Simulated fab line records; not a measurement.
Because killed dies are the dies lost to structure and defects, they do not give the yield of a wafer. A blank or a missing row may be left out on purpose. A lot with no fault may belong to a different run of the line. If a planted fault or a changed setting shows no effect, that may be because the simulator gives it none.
Chamber matching -- flow n5Finfet -- N5_BEOL_M15_ETCH_61 on rieDiel-01: 4 sister chambers
The step etches BARC in N2/H2, target depth 89 nm, overetch 26.7 nm, time 67.9 s. 4 wafers are shown with their chamber, then 8 later ones without.

== WAFERS, EACH WITH ITS CHAMBER ==
wafer,chamber,showerheadPlenumPTorr (Torr)
L077.5,1,2.60
L081.4,2,2.59
L081.5,0,2.42
L087.1,3,2.55

== WAFERS MISSING THEIR CHAMBER ==
wafer,showerheadPlenumPTorr (Torr)
L087.5,2.42
L087.6,2.55
L091.1,2.58
L091.4,2.41
L091.5,2.41
L094.1,2.55
L094.2,2.58
L094.6,2.58

== WHICH CHAMBER EACH ONE RAN IN ==
wafer,from the rows above,in truth
L087.5,0,0
L087.6,3,3
L091.1,can't be placed: 2 or 1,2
L091.4,0,0
L091.5,0,0
L094.1,3,3
L094.2,can't be placed: 2 or 1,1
L094.6,can't be placed: 2 or 1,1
5 of 8 placed correctly. Unplaceable from these rows: 3, with the true chamber sitting among the candidates in 3. Placed wrongly: 0.
How it was worked out, from the rows above alone: a wafer's distance from a chamber is the root of the sum, over the readings, of the square of ((its reading less the chamber's mean) divided by the reading's scatter). If the next closest chamber is less than 2 further off than the closest, the wafer can't be placed; otherwise it belongs to the closest. The mean given for a chamber averages the wafers shown for that chamber. The scatter: with one shown wafer a chamber, the root of the mean of the squares of how far each hidden wafer lies from its nearest shown one.
